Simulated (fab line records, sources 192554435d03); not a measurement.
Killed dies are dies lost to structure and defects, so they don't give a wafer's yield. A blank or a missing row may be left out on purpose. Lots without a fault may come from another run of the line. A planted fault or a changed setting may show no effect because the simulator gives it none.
A struck lot beside a sound one | flow n5_finfet | 36 steps out of a route of 1938
Sound: wafers L460.1, L460.2, L460.3. Struck: wafers L450.2, L450.3, L450.6. The cause comes at the end.
At each step with rows: each side's tool, then ch and its chambers, then its first start. Under that, the readings that differ: sound wafers | struck wafers | difference of the means | sigmas: that difference in standard deviations of wafers without a fault.
alike: readings whose means differ by less than 2 such deviations, and words and numbers that are the same on both sides. not compared: withheld readings, readings that some wafer has no value for, bounds like >300 that may hide the same value, and numbers for which the record gives no deviation and whose values overlap.
The two part at a step that has a row with sigmas, a row that says differs or no value, or rows on one side only. Numbers that don't overlap but have no deviation are shown without sigmas and don't part them. A reading that every wafer of one side lacks parts them only if that side has two wafers or more.

first, 9 steps without rows for these wafers: N5_PMOS_HMC_CHANNEL_EPI_HM_DEP_34 (deposits SiO2 from TEOS/O2, target thk 36 nm, time 6.9 s); N5_PMOS_HMC_CHANNEL_EPI_COAT_31 (time 60 s, resist thk 66 nm); N5_PMOS_HMC_CHANNEL_EPI_COAT_03 (resist thk 205 nm); N5_PMOS_HMC_CHANNEL_EPI_EBR_05; N5_PMOS_HMC_CHANNEL_EPI_SOFTBAKE_04 (time 60 s); N5_PMOS_HMC_CHANNEL_EPI_EXPOSE_06 (exposes mask PMOS HMC BLK, target cd 240 nm); N5_PMOS_HMC_CHANNEL_EPI_PEB_07 (peb time 60 s); N5_PMOS_HMC_CHANNEL_EPI_DEVELOP_08 (develop time 30 s); N5_PMOS_HMC_CHANNEL_EPI_DESCUM_14 (chemistry O2, time 7.9 s).
N5_PMOS_HMC_CHANNEL_EPI_ETCH_32: etches BARC in N2/H2, stops on SiO2, target depth 85.8 nm, time 50.3 s.
  sound on rie_diel-04 ch 1,2,3, day 6 05:31; struck on rie_diel-04 ch 0,2, day 3 16:57
  alike: drypump_motor_current_A, oes_product_au, rf_vpp_V, showerhead_plenum_p_Torr, throttle_valve_pct
  not compared: rf_hours_counter_h
then, 25 steps without rows for these wafers: N5_PMOS_HMC_CHANNEL_EPI_HM_OPEN_15 (chemistry CHF3/O2, target SiO2, target depth 40.6 nm, time 20.3 s); N5_PMOS_HMC_CHANNEL_EPI_STRIP_33 (strips in N2/H2); N5_PMOS_HMC_CHANNEL_EPI_STRIP_17 (strips in SPM, time 750 s); N5_PMOS_HMC_CHANNEL_EPI_ETCH_38 (etches SiO2 in CF4, target depth 1.5 nm); N5_PMOS_HMC_CHANNEL_EPI_FIN_RECESS_16 (chemistry HBr/Cl2, target Si, target depth 54 nm, time 18 s); N5_PMOS_HMC_CHANNEL_EPI_PRECLEAN_36 (cleans in O3/DIW, time 45 s); N5_PMOS_HMC_CHANNEL_EPI_PRECLEAN_18 (cleans in DHF, time 30 s); N5_PMOS_HMC_CHANNEL_EPI_SRD_19 (time 30 s); N5_PMOS_HMC_CHANNEL_EPI_EPI_20 (deposits SiGe30, target thk 59 nm); N5_PMOS_HMC_CHANNEL_EPI_HM_STRIP_35 (strips SiO2 in dHF, material SiO2, target depth 39.6 nm, time 216 s); N5_PMOS_HMC_CHANNEL_EPI_SRD_39 (time 30 s); N5_PMOS_HMC_CHANNEL_EPI_CMP_21 (polishes SiGe30, target thk 54 nm); N5_PMOS_HMC_CHANNEL_EPI_PRECLEAN_40 (cleans in DHF, time 30 s); N5_PMOS_HMC_CHANNEL_EPI_PRECLEAN_37 (cleans in O3/DIW, time 45 s); N5_PMOS_HMC_CHANNEL_EPI_PRECLEAN_24 (cleans in DHF, time 30 s); N5_PMOS_HMC_CHANNEL_EPI_SRD_25 (time 30 s); N5_PMOS_HMC_CHANNEL_EPI_EPI_26 (deposits Si from SiH4/H2, target thk 3.8 nm, time 22.7 s); N5_FIN_SAQP_PRECLEAN_42 (cleans in O3/DIW, time 60 s); N5_FIN_SAQP_PRECLEAN_00 (cleans in SC1, time 60 s); N5_FIN_SAQP_PRECLEAN_44 (cleans in SC2, time 45 s); N5_FIN_SAQP_SRD_01 (time 30 s); N5_FIN_SAQP_ALD_61 (deposits SiO2, target thk 4 nm, pulse time 1 s, purge time 2 s); N5_FIN_SAQP_DENSIFY_62 (time 60 s); N5_FIN_SAQP_HM_DEP_03 (deposits SiNx from SiH4/NH3/N2, target thk 38 nm, time 33.6 s); N5_FIN_SAQP_PECVD_47 (deposits a-Si from SiH4/He, target thk 45 nm, time 36.3 s).
-- the record jumps here: 10 days lie between the struck wafers' starts before and after (it left off in module FIN_SAQP and takes up again in module PASSIVATION, whose first step shown is number 1936 of the route) --
N5_PASSIVATION_PROBE_49:
  sound on prober-02, day 17 14:43; struck on prober-02, day 14 02:30
  reading                  | sound          | struck         | difference | sigmas
  defect_limited_yield (%) | 91.3 88.7 91.0 | 82.6 84.9 80.9 | -7.5       | -6
  killed_at_front_end      | 37 40 28       | 155 121 155    | +109       | +10
  killed_dies              | 103 133 106    | 205 178 225    | +89        | +6
  killed_short             | 29 50 39       | 22 24 28       | -15        | -2
  sort_bin_5_function (%)  | 5.5 6.7 5.0    | 11.6 8.8 13.1  | +5.4       | +6
  sort_n_pass              | 1077 1047 1074 | 975 1002 955   | -89        | -6
  sort_yield_pct (%)       | 91.3 88.7 91.0 | 82.6 84.9 80.9 | -7.5       | -6
  alike: killed_at_M0_to_M3, killed_at_M4_up, killed_at_contacts, killed_at_other, killed_open, sort_bin_6_memory

WHERE THEY PART
Only at N5_PASSIVATION_PROBE_49, within this record.

WHY: what the simulator had put in
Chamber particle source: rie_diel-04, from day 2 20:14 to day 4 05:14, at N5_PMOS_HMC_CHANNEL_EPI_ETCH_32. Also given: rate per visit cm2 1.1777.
